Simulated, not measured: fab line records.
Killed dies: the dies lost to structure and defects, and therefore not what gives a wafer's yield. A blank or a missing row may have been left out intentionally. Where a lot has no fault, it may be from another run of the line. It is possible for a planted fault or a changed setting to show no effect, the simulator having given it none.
The tool behind it: which one? | flow n5_finfet | 72 wafers from 24 lots sampled at 6 of the route's 1938 steps

## WHAT THE GAUGES READ, wafer by wafer
N5_BEOL_M5_THK_MEAS_53: measures by xrf. Usual: M5_THK 61.5 nm, standard deviation 1.8.
lot  | measured     | on            | M5_THK (nm)    | flag
L074 | day 8 19:26  | film_metro-02 | 59.8 60.9 58.1 |
L076 | day 8 21:58  | film_metro-01 | 59.8 61.5 60.8 |
L075 | day 9 06:14  | film_metro-02 | 60.9 62.2 60.8 |
L077 | day 9 10:26  | film_metro-01 | 62.0 61.0 62.7 |
L078 | day 9 14:23  | film_metro-02 | 61.2 61.9 59.8 |
L079 | day 9 23:54  | film_metro-02 | 60.0 60.9 60.9 |
L080 | day 10 03:40 | film_metro-02 | 63.9 63.3 61.8 |
L081 | day 10 14:32 | film_metro-01 | 61.8 62.2 64.1 |
L083 | day 10 17:37 | film_metro-02 | 62.4 60.7 60.6 |
L082 | day 11 02:01 | film_metro-02 | 62.4 64.3 63.0 |
L084 | day 11 03:09 | film_metro-02 | 61.6 60.6 61.1 |
L085 | day 11 20:46 | film_metro-02 | 62.3 61.2 59.0 |
L088 | day 12 00:43 | film_metro-01 | 59.2 60.5 59.1 |
L086 | day 12 04:01 | film_metro-02 | 59.6 61.1 62.2 |
L087 | day 12 04:40 | film_metro-01 | 59.2 56.1 59.0 |
L091 | day 12 07:23 | film_metro-01 | 59.0 60.2 58.6 |
L090 | day 12 11:59 | film_metro-01 | 63.5 63.7 63.6 |
L089 | day 12 13:58 | film_metro-01 | 63.8 62.5 62.2 |
L092 | day 13 05:28 | film_metro-01 | 59.8 60.5 57.2 |
L093 | day 13 10:54 | film_metro-01 | 64.0 64.2 65.1 |
L094 | day 13 14:25 | film_metro-01 | 62.2 62.3 63.5 |
L095 | day 13 16:51 | film_metro-02 | 64.4 61.1 62.5 |
L097 | day 14 10:26 | film_metro-02 | 64.1 62.4 64.9 |
L096 | day 14 10:42 | film_metro-01 | 57.8 59.7 59.6 |

N5_BEOL_M6_INSPECT_58: inspects for defects (darkfield). Usual: raw_defect_count at 71, with a standard deviation of 27.
lot  | measured     | on                | raw_defect_count | flag
L074 | day 9 05:04  | defect_inspect-02 | 58 56 65         |
L076 | day 9 06:02  | defect_inspect-02 | 69 38 82         |
L075 | day 9 16:16  | defect_inspect-02 | 36 41 24         |
L077 | day 9 18:29  | defect_inspect-02 | 92 127 62        |
L078 | day 9 23:18  | defect_inspect-02 | 64 45 40         |
L079 | day 10 08:57 | defect_inspect-02 | 90 90 88         |
L080 | day 10 11:58 | defect_inspect-02 | 38 54 56         |
L081 | day 11 00:13 | defect_inspect-02 | 65 41 85         |
L083 | day 11 04:44 | defect_inspect-02 | 56 46 39         |
L082 | day 11 11:13 | defect_inspect-02 | 140 159 101      |
L084 | day 11 11:37 | defect_inspect-02 | 118 85 142       |
L085 | day 12 08:04 | defect_inspect-01 | 89 78 85         |
L088 | day 12 09:21 | defect_inspect-02 | 26 58 65         |
L086 | day 12 14:16 | defect_inspect-02 | 82 60 30         |
L087 | day 12 14:57 | defect_inspect-02 | 73 75 89         |
L091 | day 12 16:22 | defect_inspect-02 | 43 48 48         |
L090 | day 12 20:23 | defect_inspect-01 | 53 50 55         |
L089 | day 12 20:45 | defect_inspect-01 | 86 71 77         |
L092 | day 13 14:57 | defect_inspect-02 | 75 70 42         |
L093 | day 13 22:19 | defect_inspect-01 | 109 151 88       |
L094 | day 13 23:50 | defect_inspect-02 | 40 21 37         |
L095 | day 14 02:02 | defect_inspect-01 | 86 80 103        |
L097 | day 14 19:54 | defect_inspect-01 | 56 67 91         |
L096 | day 14 21:36 | defect_inspect-02 | 64 66 65         |

## WHAT TOOL EACH LOT RAN ON (gives the tool, then ch and the chambers of the sampled wafers, and finally the start)
lot  | N5_BEOL_M6_PECVD_70             | N5_BEOL_M6_STRIP_67                | N5_BEOL_M6_CURE_75            | N5_BEOL_M6_DEP_56
L074 | pecvd-01 ch 0,1,2, day 8 20:23  | rie_diel-02 ch 1,2, day 8 21:53    | uv_cure-03 ch 1, day 9 01:11  | pecvd-01 ch 0,1,2, day 9 04:58
L076 | pecvd-04 ch 0,2, day 8 23:08    | rie_diel-02 ch 0,1, day 9 01:21    | uv_cure-01 ch 2, day 9 03:58  | pecvd-04 ch 0,1,2, day 9 05:56
L075 | pecvd-01 ch 0,2, day 9 07:25    | rie_diel-02 ch 0,2,3, day 9 10:23  | uv_cure-01 ch 0, day 9 13:40  | pecvd-04 ch 0,1, day 9 16:10
L077 | pecvd-01 ch 0,1,2, day 9 11:22  | rie_diel-02 ch 0,2,3, day 9 13:43  | uv_cure-03 ch 1, day 9 15:05  | pecvd-04 ch 0,1,2, day 9 18:23
L078 | pecvd-02 ch 0,1, day 9 15:53    | rie_diel-03 ch 0,2,3, day 9 18:27  | uv_cure-01 ch 0, day 9 20:58  | pecvd-04 ch 1,2, day 9 23:13
L079 | pecvd-02 ch 0,1, day 10 00:52   | rie_diel-06 ch 0,2, day 10 03:28   | uv_cure-02 ch 0, day 10 05:35 | pecvd-01 ch 0,1,2, day 10 08:51
L080 | pecvd-01 ch 0,1,2, day 10 04:55 | rie_diel-06 ch 0,1,2, day 10 05:58 | uv_cure-02 ch 0, day 10 08:29 | pecvd-01 ch 0,1, day 10 11:52
L081 | pecvd-02 ch 0,1, day 10 15:33   | rie_diel-03 ch 0,2,3, day 10 17:58 | uv_cure-03 ch 0, day 10 21:35 | pecvd-02 ch 0,1, day 11 00:07
L083 | pecvd-01 ch 0,1,2, day 10 19:16 | rie_diel-06 ch 1,2, day 10 21:40   | uv_cure-02 ch 0, day 11 01:58 | pecvd-04 ch 0,1, day 11 04:37
L082 | pecvd-04 ch 0,1, day 11 02:58   | rie_diel-06 ch 0,1, day 11 06:08   | uv_cure-01 ch 0, day 11 07:35 | pecvd-04 ch 0,1, day 11 11:06
L084 | pecvd-04 ch 0,1, day 11 04:05   | rie_diel-06 ch 0,2,3, day 11 06:31 | uv_cure-02 ch 2, day 11 07:58 | pecvd-02 ch 0,1,2, day 11 11:31
L085 | pecvd-01 ch 0,1,2, day 11 21:42 | rie_diel-06 ch 0,1,3, day 12 01:22 | uv_cure-02 ch 1, day 12 04:25 | pecvd-01 ch 0,1,2, day 12 07:58
L088 | pecvd-01 ch 0,1, day 12 02:08   | rie_diel-02 ch 0,2,3, day 12 04:28 | uv_cure-01 ch 1, day 12 07:06 | pecvd-04 ch 1,2, day 12 09:16
L086 | pecvd-01 ch 1,2, day 12 05:21   | rie_diel-03 ch 0,1,3, day 12 07:43 | uv_cure-02 ch 2, day 12 11:20 | pecvd-02 ch 0,1, day 12 14:10
L087 | pecvd-04 ch 0,2, day 12 05:37   | rie_diel-06 ch 2,3, day 12 07:53   | uv_cure-01 ch 2, day 12 11:49 | pecvd-04 ch 0,2, day 12 14:51
L091 | pecvd-01 ch 1,2, day 12 08:19   | rie_diel-02 ch 0,2, day 12 11:35   | uv_cure-01 ch 0, day 12 14:11 | pecvd-01 ch 0,1,2, day 12 16:16
L090 | pecvd-04 ch 0,1,2, day 12 12:56 | rie_diel-03 ch 0,1,3, day 12 14:14 | uv_cure-02 ch 0, day 12 17:55 | pecvd-02 ch 0,1,2, day 12 20:18
L089 | pecvd-04 ch 0,2, day 12 14:59   | rie_diel-03 ch 0,1,3, day 12 15:45 | uv_cure-02 ch 0, day 12 18:13 | pecvd-02 ch 0,2, day 12 20:40
L092 | pecvd-04 ch 0,1, day 13 06:32   | rie_diel-06 ch 0,3, day 13 09:07   | uv_cure-02 ch 1, day 13 10:51 | pecvd-01 ch 0,1, day 13 14:50
L093 | pecvd-02 ch 0,1, day 13 12:19   | rie_diel-02 ch 2,3, day 13 15:08   | uv_cure-02 ch 2, day 13 18:32 | pecvd-02 ch 0,1, day 13 22:14
L094 | pecvd-02 ch 1,2, day 13 15:22   | rie_diel-03 ch 0,1,2, day 13 16:48 | uv_cure-02 ch 2, day 13 18:50 | pecvd-01 ch 0,2, day 13 23:44
L095 | pecvd-02 ch 0,2, day 13 17:49   | rie_diel-06 ch 0,2,3, day 13 19:17 | uv_cure-01 ch 2, day 13 21:36 | pecvd-04 ch 0,1,2, day 14 01:57
L097 | pecvd-02 ch 0,1, day 14 11:24   | rie_diel-03 ch 0,1,2, day 14 13:07 | uv_cure-02 ch 2, day 14 16:37 | pecvd-04 ch 0,2, day 14 19:49
L096 | pecvd-02 ch 1,2, day 14 11:38   | rie_diel-02 ch 0,2, day 14 13:20   | uv_cure-01 ch 1, day 14 18:02 | pecvd-04 ch 0,2, day 14 21:30
- N5_BEOL_M6_PECVD_70: deposits SiO2 from TEOS/O2, target thk 20 nm, time 22.7 s.
- N5_BEOL_M6_STRIP_67: strips in CF4.
- N5_BEOL_M6_CURE_75: cures SiCOH lowk, time 120 s.
- N5_BEOL_M6_DEP_56: deposits SiCN from 3MS/NH3, target thk 10 nm, time 17.5 s.

## WHAT THE TOOLS THEMSELVES READ (means of the sampled wafers that have a number; where no wafer has one, the mark that the record gives instead)
N5_BEOL_M6_PECVD_70. Usual: heater_power_w 701 W, standard deviation 60; showerhead_plenum_p_Torr 8.78 Torr, standard deviation 0.066; throttle_valve_pct 22.5 %, standard deviation 0.91.
lot  | tool     | heater_power_w (W) | showerhead_plenum_p_Torr (Torr) | throttle_valve_pct (%) | flag
L074 | pecvd-01 | 765                | 8.76                            | 22.6                   |
L076 | pecvd-04 | 632                | 8.71                            | 22.9                   |
L075 | pecvd-01 | 737                | 8.76                            | 22.8                   |
L077 | pecvd-01 | 675                | 8.78                            | 22.5                   |
L078 | pecvd-02 | 681                | 8.79                            | 23.0                   |
L079 | pecvd-02 | 707                | 8.79                            | 23.0                   |
L080 | pecvd-01 | 693                | 8.77                            | 22.7                   |
L081 | pecvd-02 | 721                | 8.85                            | 22.2                   |
L083 | pecvd-01 | 699                | 8.77                            | 22.6                   |
L082 | pecvd-04 | 659                | 8.75                            | 22.7                   |
L084 | pecvd-04 | 621                | 8.81                            | 22.3                   |
L085 | pecvd-01 | 712                | 8.77                            | 22.6                   |
L088 | pecvd-01 | 713                | 8.74                            | 23.1                   |
L086 | pecvd-01 | 753                | 8.78                            | 22.1                   |
L087 | pecvd-04 | 643                | 8.71                            | 23.1                   |
L091 | pecvd-01 | 780                | 8.76                            | 22.0                   |
L090 | pecvd-04 | 628                | 8.78                            | 22.8                   |
L089 | pecvd-04 | 670                | 8.71                            | 23.3                   |
L092 | pecvd-04 | 648                | 8.74                            | 22.8                   |
L093 | pecvd-02 | 743                | 8.79                            | 23.1                   |
L094 | pecvd-02 | 783                | 8.83                            | 22.0                   |
L095 | pecvd-02 | 739                | 8.87                            | 21.1                   |
L097 | pecvd-02 | 727                | 8.79                            | 23.1                   |
L096 | pecvd-02 | 746                | 8.79                            | 22.8                   |

N5_BEOL_M6_STRIP_67. Usual: bias_power_w 74.97 W, standard deviation 0.22; drypump_motor_current_A 5.6 A, standard deviation 0.32; oes_product_au 0.77 a.u., standard deviation 0.09; rf_vpp_V 271.4 V, standard deviation 1.6; showerhead_plenum_p_Torr 1.81 Torr, standard deviation 0.064; throttle_valve_pct 13.67 %, standard deviation 0.26.
lot  | tool        | bias_power_w (W) | drypump_motor_current_A (A) | oes_product_au (a.u.) | rf_vpp_V (V) | showerhead_plenum_p_Torr (Torr) | throttle_valve_pct (%) | flag
L074 | rie_diel-02 | 74.80            | 5.6                         | 0.72                  | 272.1        | 1.81                            | 13.77                  |
L076 | rie_diel-02 | 74.97            | 5.8                         | 0.71                  | 272.0        | 1.84                            | 13.87                  |
L075 | rie_diel-02 | 75.12            | 5.5                         | 0.71                  | 270.5        | 1.78                            | 13.86                  |
L077 | rie_diel-02 | 74.99            | 5.6                         | 0.71                  | 270.4        | 1.78                            | 13.86                  |
L078 | rie_diel-03 | 75.12            | 5.9                         | 0.77                  | 271.4        | 1.80                            | 13.58                  |
L079 | rie_diel-06 | 74.87            | 6.0                         | 0.80                  | 273.3        | 1.87                            | 13.61                  |
L080 | rie_diel-06 | 75.02            | 5.8                         | 0.79                  | 271.8        | 1.84                            | 13.69                  |
L081 | rie_diel-03 | 75.19            | 5.9                         | 0.76                  | 271.3        | 1.80                            | 13.62                  |
L083 | rie_diel-06 | 74.90            | 5.7                         | 0.79                  | 271.0        | 1.82                            | 13.77                  |
L082 | rie_diel-06 | 75.17            | 5.5                         | 0.72                  | 271.7        | 1.79                            | 13.89                  |
L084 | rie_diel-06 | 74.84            | 5.7                         | 0.78                  | 272.1        | 1.82                            | 13.53                  |
L085 | rie_diel-06 | 75.10            | 5.5                         | 0.71                  | 271.3        | 1.77                            | 13.74                  |
L088 | rie_diel-02 | 74.89            | 5.5                         | 0.80                  | 269.9        | 1.78                            | 13.72                  |
L086 | rie_diel-03 | 74.94            | 5.6                         | 0.75                  | 272.0        | 1.82                            | 13.67                  |
L087 | rie_diel-06 | 75.00            | 5.5                         | 0.77                  | 271.3        | 1.78                            | 13.48                  |
L091 | rie_diel-02 | 75.01            | 5.5                         | 0.78                  | 271.1        | 1.78                            | 13.59                  |
L090 | rie_diel-03 | 75.21            | 5.6                         | 0.75                  | 271.7        | 1.82                            | 13.68                  |
L089 | rie_diel-03 | 75.02            | 5.6                         | 0.75                  | 271.0        | 1.82                            | 13.67                  |
L092 | rie_diel-06 | 74.90            | 5.4                         | 0.71                  | 270.3        | 1.75                            | 13.63                  |
L093 | rie_diel-02 | 74.89            | 5.5                         | 0.78                  | 270.9        | 1.77                            | 13.87                  |
L094 | rie_diel-03 | 74.90            | 5.7                         | 0.78                  | 271.8        | 1.78                            | 13.56                  |
L095 | rie_diel-06 | 75.02            | 5.8                         | 0.76                  | 271.7        | 1.82                            | 13.59                  |
L097 | rie_diel-03 | 75.13            | 5.7                         | 0.77                  | 270.0        | 1.78                            | 13.58                  |
L096 | rie_diel-02 | 74.89            | 5.5                         | 0.93                  | 271.5        | 1.78                            | 13.25                  |

N5_BEOL_M6_CURE_75. Usual: lamp_power_pct 52.31 %, standard deviation 0.052; wafer_temp_C_max 372.0, standard deviation 0.63.
lot  | tool       | lamp_power_pct (%) | wafer_temp_C_max | flag
L074 | uv_cure-03 | 52.30              | 371.7            |
L076 | uv_cure-01 | 52.29              | 371.7            |
L075 | uv_cure-01 | 52.29              | 372.9            |
L077 | uv_cure-03 | 52.34              | 371.6            |
L078 | uv_cure-01 | 52.30              | 372.3            |
L079 | uv_cure-02 | 52.29              | 372.6            |
L080 | uv_cure-02 | 52.34              | 372.3            |
L081 | uv_cure-03 | 52.32              | 372.9            |
L083 | uv_cure-02 | 52.37              | 372.4            |
L082 | uv_cure-01 | 52.28              | 372.5            |
L084 | uv_cure-02 | 52.28              | 371.3            |
L085 | uv_cure-02 | 52.28              | 371.6            |
L088 | uv_cure-01 | 52.31              | 371.8            |
L086 | uv_cure-02 | 52.36              | 371.7            |
L087 | uv_cure-01 | 52.32              | 372.0            |
L091 | uv_cure-01 | 52.27              | 372.6            |
L090 | uv_cure-02 | 52.34              | 372.1            |
L089 | uv_cure-02 | 52.30              | 372.0            |
L092 | uv_cure-02 | 52.32              | 372.0            |
L093 | uv_cure-02 | 52.26              | 371.4            |
L094 | uv_cure-02 | 52.31              | 371.2            |
L095 | uv_cure-01 | 52.33              | 372.4            |
L097 | uv_cure-02 | 52.31              | 371.4            |
L096 | uv_cure-01 | 52.33              | 371.7            |

N5_BEOL_M6_DEP_56. Usual: showerhead_plenum_p_Torr 3.663 Torr, standard deviation 0.015; throttle_valve_pct 9.1 %, standard deviation 0.37.
lot  | tool     | showerhead_plenum_p_Torr (Torr) | throttle_valve_pct (%) | flag
L074 | pecvd-01 | 3.658                           | 9.3                    |
L076 | pecvd-04 | 3.660                           | 9.2                    |
L075 | pecvd-04 | 3.662                           | 9.1                    |
L077 | pecvd-04 | 3.669                           | 9.2                    |
L078 | pecvd-04 | 3.661                           | 9.2                    |
L079 | pecvd-01 | 3.660                           | 9.1                    |
L080 | pecvd-01 | 3.660                           | 9.0                    |
L081 | pecvd-02 | 3.679                           | 8.9                    |
L083 | pecvd-04 | 3.661                           | 9.2                    |
L082 | pecvd-04 | 3.673                           | 9.1                    |
L084 | pecvd-02 | 3.671                           | 9.0                    |
L085 | pecvd-01 | 3.660                           | 9.0                    |
L088 | pecvd-04 | 3.672                           | 9.0                    |
L086 | pecvd-02 | 3.664                           | 9.5                    |
L087 | pecvd-04 | 3.652                           | 9.4                    |
L091 | pecvd-01 | 3.659                           | 9.3                    |
L090 | pecvd-02 | 3.672                           | 8.9                    |
L089 | pecvd-02 | 3.681                           | 8.6                    |
L092 | pecvd-01 | 3.654                           | 9.4                    |
L093 | pecvd-02 | 3.676                           | 9.0                    |
L094 | pecvd-01 | 3.666                           | 9.5                    |
L095 | pecvd-04 | 3.662                           | 9.3                    |
L097 | pecvd-04 | 3.643                           | 9.5                    |
L096 | pecvd-04 | 3.649                           | 9.4                    |

## THE ANSWER, worked out from the rows above alone
Rule: a lot is off if the mean of its wafers that have a number lies more than 3 standard deviations from the usual mean. Also off: a lot with no number at a reading for which 4 or more lots have one. All remaining lots with rows at the step are treated as sound. Order of review: gauges by route order, followed by the tools' own readings, for which a lot's mean as printed above is used. At the first step where some lot is off, the reading lying furthest off is the one used; lots without a number count as furthest.
Across all readings shown, no lot is off: no conclusion can be drawn from this.

## WHAT THE SIMULATOR HAD INSERTED
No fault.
